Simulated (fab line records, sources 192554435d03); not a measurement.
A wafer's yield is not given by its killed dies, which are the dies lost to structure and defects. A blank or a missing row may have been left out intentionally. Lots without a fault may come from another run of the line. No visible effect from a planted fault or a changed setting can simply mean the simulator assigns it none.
Which of the tools did it? ; flow n5-finfet ; 12 lots with 36 wafers sampled at 2 steps, on a route of 1938 steps

WHAT THE GAUGES READ, wafer by wafer
N5_BEOL_M3_THK_MEAS_01.
lot;measured;on;M3_ILD_THK (nm)
L075;day 7 13:04;film-metro-02;78.2 79.1 79.6
L077;day 7 16:01;film-metro-02;78.3 80.4 79.4
L079;day 8 04:35;film-metro-01;77.3 78.3 79.5
L081;day 9 06:16;film-metro-02;77.8 79.2 78.8
L082;day 9 09:33;film-metro-01;78.3 77.8 79.4
L086;day 9 23:45;film-metro-01;78.6 79.6 79.8
L085;day 10 11:44;film-metro-02;80.3 80.3 80.9
L089;day 11 02:52;film-metro-01;78.5 79.3 79.2
L091;day 11 05:34;film-metro-01;78.1 79.0 80.0
L092;day 12 02:23;film-metro-01;77.4 78.3 79.0
L095;day 12 10:47;film-metro-02;77.0 78.7 79.0
L096;day 13 03:36;film-metro-02;79.3 79.3 80.7

TOOL THAT RAN EACH LOT (tool first, then ch and the chambers of the sampled wafers, then the start)
lot;N5_BEOL_M3_ILD_DEP_00
L075;pecvd-01 ch 0,1,2, day 7 13:00
L077;pecvd-04 ch 0,2, day 7 15:56
L079;pecvd-01 ch 0,1,2, day 8 04:32
L081;pecvd-03 ch 0,2, day 9 06:11
L082;pecvd-04 ch 0,1, day 9 09:29
L086;pecvd-01 ch 0,1,2, day 9 23:41
L085;pecvd-04 ch 0,1, day 10 11:40
L089;pecvd-03 ch 1,2, day 11 02:47
L091;pecvd-03 ch 0,2, day 11 05:29
L092;pecvd-03 ch 0,1, day 12 02:19
L095;pecvd-01 ch 1, day 12 10:43
L096;pecvd-03 ch 1,2, day 13 03:32
- N5_BEOL_M3_ILD_DEP_00: deposits SiOC from DEMS/O2, target thk 79 nm, time 15.3 s.

THE ANSWER, worked out from the rows above alone
Rule: usual is defined by the lots themselves. The widest of any qualifying gaps counts: lots, ordered by their means at a reading, are off when they make up no more than a third of the lots, leave a main group of 4 or more, and stand apart from it by 3 or more times the standard deviation of that group's means. If all means in a main group match to the digits the tables above print for the reading, that group is not used. A lot without any number at a reading at which 4 lots or more have one is off too. Where the step has rows for the other lots, those lots are counted as sound.
Nothing can be told from this: no lot is off at any reading shown.

WHAT THE SIMULATOR PUT IN
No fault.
